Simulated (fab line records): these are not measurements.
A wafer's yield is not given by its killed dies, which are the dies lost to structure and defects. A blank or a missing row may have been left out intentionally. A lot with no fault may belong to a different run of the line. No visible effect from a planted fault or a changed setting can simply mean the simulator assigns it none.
Matching of chambers | flow nand harc | rie diel-01 running NHARC_A_BLC_DESCUM_15: 4 sister chambers
The step chemistry O2, time 3 s. 42 wafers are shown with their chamber, then 12 later ones without.

EACH WAFER AND ITS CHAMBER
wafer  | chamber | showerhead plenum p Torr (Torr) | drypump motor current A (A) | rf vpp V (V)
L076.2 | 1       | 1.83                            | 5.84                        | 58.0
L076.3 | 3       | 1.90                            | 6.25                        | 57.7
L076.6 | 1       | 1.83                            | 5.84                        | 56.5
L075.2 | 3       | 1.90                            | 6.29                        | 57.6
L075.5 | 2       | 2.00                            | 6.27                        | 59.0
L075.6 | 3       | 1.90                            | 6.24                        | 57.9
L077.2 | 3       | 1.90                            | 6.27                        | 57.7
L077.5 | 2       | 2.00                            | 6.31                        | 58.5
L077.6 | 3       | 1.90                            | 6.29                        | 57.6
L079.1 | 2       | 2.00                            | 6.28                        | 57.7
L079.3 | 1       | 1.83                            | 5.82                        | 57.4
L079.5 | 0       | 1.92                            | 5.75                        | 56.8
L083.2 | 0       | 1.92                            | 5.75                        | 57.9
L083.4 | 1       | 1.83                            | 5.81                        | 58.2
L083.5 | 1       | 1.83                            | 5.82                        | 57.9
L081.1 | 3       | 1.90                            | 6.31                        | 58.3
L081.3 | 0       | 1.92                            | 5.75                        | 57.7
L081.6 | 0       | 1.92                            | 5.72                        | 59.3
L085.2 | 0       | 1.92                            | 5.74                        | 57.5
L085.3 | 3       | 1.90                            | 6.29                        | 57.7
L085.4 | 1       | 1.83                            | 5.81                        | 57.1
L084.1 | 0       | 1.92                            | 5.76                        | 56.2
L084.2 | 2       | 2.00                            | 6.28                        | 58.7
L084.4 | 3       | 1.90                            | 6.25                        | 56.6
L086.2 | 0       | 1.92                            | 5.73                        | 57.1
L086.4 | 3       | 1.90                            | 6.28                        | 56.5
L086.5 | 1       | 1.83                            | 5.80                        | 58.0
L089.1 | 2       | 2.00                            | 6.29                        | 58.2
L089.2 | 0       | 1.92                            | 5.73                        | 58.9
L089.5 | 0       | 1.92                            | 5.76                        | 56.6
L087.4 | 0       | 1.92                            | 5.69                        | 56.9
L087.5 | 0       | 1.92                            | 5.72                        | 58.1
L087.6 | 1       | 1.83                            | 5.84                        | 57.1
L087.1 | 2       | 2.00                            | 6.31                        | 58.9
L087.2 | 1       | 1.82                            | 5.82                        | 56.9
L087.3 | 3       | 1.90                            | 6.27                        | 56.7
L088.1 | 1       | 1.83                            | 5.82                        | 57.9
L088.2 | 3       | 1.90                            | 6.25                        | 56.4
L088.3 | 2       | 2.00                            | 6.30                        | 57.2
L090.2 | 3       | 1.90                            | 6.27                        | 58.3
L090.5 | 1       | 1.82                            | 5.79                        | 58.3
L090.6 | 2       | 2.00                            | 6.32                        | 57.4

SIGNATURES (means of the wafers above)
reading                  | chamber 0 | chamber 1 | chamber 2 | chamber 3 | scatter within a chamber
showerhead plenum p Torr | 1.9200    | 1.8282    | 2.0000    | 1.9000    | 0.00208
drypump motor current A  | 5.7364    | 5.8191    | 6.2950    | 6.2717    | 0.0194
rf vpp V                 | 57.545    | 57.573    | 58.200    | 57.417    | 0.749
Rule: for a wafer and a chamber, the distance is found by dividing, reading by reading, the gap between the wafer's reading and the chamber's mean by the reading's scatter, squaring, summing and taking the root. The wafer belongs to the nearest chamber; if the next one is less than 2 further off, it can't be placed. The scatter: take each reading less its chamber's mean, square it, sum over the shown wafers, divide by the number of wafers less the number of chambers, and take the root.

WAFERS WHOSE CHAMBER IS MISSING
wafer  | showerhead plenum p Torr (Torr) | drypump motor current A (A) | rf vpp V (V)
L094.3 | 1.90                            | 6.29                        | 57.3
L094.4 | 1.99                            | 6.27                        | 57.0
L094.6 | 1.82                            | 5.82                        | 58.6
L095.1 | 1.92                            | 5.76                        | 57.6
L095.4 | 1.90                            | 6.31                        | 58.1
L095.5 | 1.90                            | 6.29                        | 56.8
L097.3 | 1.92                            | 5.74                        | 57.4
L097.4 | 1.90                            | 6.31                        | 57.1
L097.6 | 1.90                            | 6.31                        | 56.9
L096.2 | 1.82                            | 5.77                        | 58.1
L096.3 | 1.90                            | 6.25                        | 57.1
L096.6 | 1.90                            | 6.28                        | 58.7

EACH ONE'S CHAMBER
wafer  | from the rows above | in truth
L094.3 | 3                   | 3
L094.4 | 2                   | 2
L094.6 | 1                   | 1
L095.1 | 0                   | 0
L095.4 | 3                   | 3
L095.5 | 3                   | 3
L097.3 | 0                   | 0
L097.4 | 3                   | 3
L097.6 | 3                   | 3
L096.2 | 1                   | 1
L096.3 | 3                   | 3
L096.6 | 3                   | 3
12 of 12 placed correctly. From these rows, 0 cannot be placed. Placed wrongly: 0.
